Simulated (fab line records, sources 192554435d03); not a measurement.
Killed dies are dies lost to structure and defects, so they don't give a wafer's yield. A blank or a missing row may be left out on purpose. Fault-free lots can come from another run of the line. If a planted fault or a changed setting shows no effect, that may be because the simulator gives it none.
Chamber matching / flow n5 finfet / rie diel-01 running N5_BEOL_M4_DESCUM_16: 4 sister chambers
The step chemistry O2, time 7 s. 16 wafers are shown with their chamber, then 7 later ones without.

## WAFERS, EACH WITH ITS CHAMBER
wafer=L899.2; chamber=3; drypump motor current A (A)=6.4; showerhead plenum p Torr (Torr)=2.09; throttle valve pct (%)=20.21
wafer=L899.5; chamber=2; drypump motor current A (A)=5.5; showerhead plenum p Torr (Torr)=2.07; throttle valve pct (%)=20.16
wafer=L899.6; chamber=1; drypump motor current A (A)=5.9; showerhead plenum p Torr (Torr)=2.08; throttle valve pct (%)=20.92
wafer=L901.1; chamber=3; drypump motor current A (A)=6.4; showerhead plenum p Torr (Torr)=2.09; throttle valve pct (%)=20.25
wafer=L901.4; chamber=3; drypump motor current A (A)=6.4; showerhead plenum p Torr (Torr)=2.09; throttle valve pct (%)=20.25
wafer=L901.6; chamber=0; drypump motor current A (A)=6.2; showerhead plenum p Torr (Torr)=2.19; throttle valve pct (%)=20.32
wafer=L906.1; chamber=3; drypump motor current A (A)=6.4; showerhead plenum p Torr (Torr)=2.08; throttle valve pct (%)=20.24
wafer=L906.2; chamber=1; drypump motor current A (A)=5.9; showerhead plenum p Torr (Torr)=2.08; throttle valve pct (%)=20.56
wafer=L906.5; chamber=1; drypump motor current A (A)=5.9; showerhead plenum p Torr (Torr)=2.08; throttle valve pct (%)=20.58
wafer=L915.3; chamber=0; drypump motor current A (A)=6.2; showerhead plenum p Torr (Torr)=2.18; throttle valve pct (%)=20.37
wafer=L915.5; chamber=2; drypump motor current A (A)=5.6; showerhead plenum p Torr (Torr)=2.05; throttle valve pct (%)=20.22
wafer=L915.6; chamber=1; drypump motor current A (A)=5.9; showerhead plenum p Torr (Torr)=2.07; throttle valve pct (%)=20.62
wafer=L916.3; chamber=1; drypump motor current A (A)=6.0; showerhead plenum p Torr (Torr)=2.07; throttle valve pct (%)=20.60
wafer=L916.6; chamber=0; drypump motor current A (A)=6.2; showerhead plenum p Torr (Torr)=2.18; throttle valve pct (%)=20.35
wafer=L917.1; chamber=0; drypump motor current A (A)=6.2; showerhead plenum p Torr (Torr)=2.18; throttle valve pct (%)=20.36
wafer=L917.3; chamber=2; drypump motor current A (A)=5.5; showerhead plenum p Torr (Torr)=2.05; throttle valve pct (%)=20.21

SIGNATURES (means of the wafers above)
reading=drypump motor current A; chamber 0=6.200; chamber 1=5.920; chamber 2=5.533; chamber 3=6.400; scatter within a chamber=0.035
reading=showerhead plenum p Torr; chamber 0=2.1825; chamber 1=2.0760; chamber 2=2.0567; chamber 3=2.0875; scatter within a chamber=0.00669
reading=throttle valve pct; chamber 0=20.3500; chamber 1=20.6560; chamber 2=20.1967; chamber 3=20.2375; scatter within a chamber=0.0883
Rule: a wafer lies at a distance from a chamber equal to the root of the sum of squares, over the readings, of (its reading less the chamber's mean, divided by the reading's scatter). If the next closest chamber is less than 2 further off than the closest, the wafer can't be placed; otherwise it belongs to the closest. The scatter: take each reading less its chamber's mean, square it, sum over the shown wafers, divide by the number of wafers less the number of chambers, and take the root.

## WAFERS WITHOUT THEIR CHAMBER
wafer=L917.4; drypump motor current A (A)=5.9; showerhead plenum p Torr (Torr)=2.07; throttle valve pct (%)=20.60
wafer=L918.1; drypump motor current A (A)=5.5; showerhead plenum p Torr (Torr)=2.05; throttle valve pct (%)=20.21
wafer=L918.3; drypump motor current A (A)=6.2; showerhead plenum p Torr (Torr)=2.18; throttle valve pct (%)=20.38
wafer=L918.6; drypump motor current A (A)=6.4; showerhead plenum p Torr (Torr)=2.07; throttle valve pct (%)=20.31
wafer=L919.1; drypump motor current A (A)=6.0; showerhead plenum p Torr (Torr)=2.07; throttle valve pct (%)=20.61
wafer=L919.5; drypump motor current A (A)=6.2; showerhead plenum p Torr (Torr)=2.18; throttle valve pct (%)=20.38
wafer=L919.6; drypump motor current A (A)=6.4; showerhead plenum p Torr (Torr)=2.07; throttle valve pct (%)=20.32

## THE CHAMBER EACH PASSED THROUGH
wafer=L917.4; from the rows above=1; in truth=1
wafer=L918.1; from the rows above=2; in truth=2
wafer=L918.3; from the rows above=0; in truth=0
wafer=L918.6; from the rows above=3; in truth=3
wafer=L919.1; from the rows above=1; in truth=1
wafer=L919.5; from the rows above=0; in truth=0
wafer=L919.6; from the rows above=3; in truth=3
Correctly placed: 7 of 7. Can't be placed from these rows: 0. Number placed wrongly: 0.
